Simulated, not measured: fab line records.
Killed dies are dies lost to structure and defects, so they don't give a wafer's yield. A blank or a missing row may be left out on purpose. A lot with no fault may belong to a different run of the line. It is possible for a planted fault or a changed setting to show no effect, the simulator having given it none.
Matching of chambers -- flow n5 finfet -- 4 sister chambers for N5_ILD0_LINER_00 on ald sin-01
The step material SiNx, target thk 4 nm, pulse time 1 s, purge time 2 s. 14 wafers are shown with their chamber, then 7 later ones without.

WAFERS PAIRED WITH THEIR CHAMBERS
wafer,chamber,heater power w (W),precursor pulse height rel
L104.1,1,867,0.993
L104.4,2,828,1.012
L104.5,1,883,0.989
L105.1,1,880,0.968
L105.3,2,814,1.025
L105.5,3,836,1.010
L106.2,0,932,0.988
L106.3,3,835,1.010
L106.6,3,821,0.988
L111.2,0,934,0.981
L111.4,1,882,0.985
L111.5,2,841,1.030
L113.1,1,886,1.035
L113.3,3,844,1.020

SIGNATURES, as means of the wafers listed above
reading,chamber 0,chamber 1,chamber 2,chamber 3,scatter within a chamber
heater power w,933.00,879.60,827.67,834.00,9.26
precursor pulse height rel,0.98450,0.99400,1.02233,1.00700,0.0179
Rule: for each reading, subtract the chamber's mean from the wafer's reading, divide by that reading's scatter and square the result; add these up over the readings and take the root, which gives the wafer's distance from the chamber. The wafer belongs to the nearest chamber; if the next one is less than 2 further off, it can't be placed. The scatter: the root of (the sum of the squares of (reading less its chamber's mean) over the shown wafers, divided by (wafers less chambers)).

WAFERS WITH NO CHAMBER GIVEN
wafer,heater power w (W),precursor pulse height rel
L113.4,849,0.965
L115.3,900,0.972
L115.4,838,0.985
L115.5,895,1.015
L123.2,845,0.998
L123.3,917,1.024
L123.4,895,0.987

WHICH CHAMBER EACH WENT THROUGH
wafer,from the rows above,in truth
L113.4,can't be placed: 3 or 1 or 2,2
L115.3,can't be placed: 1 or 0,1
L115.4,can't be placed: 3 or 2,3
L115.5,1,1
L123.2,can't be placed: 3 or 2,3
L123.3,can't be placed: 0 or 1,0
L123.4,1,1
Correct placement for 2 of the 7. From these rows, 5 cannot be placed; in 5 the true chamber is one of the candidates. Number placed wrongly: 0.
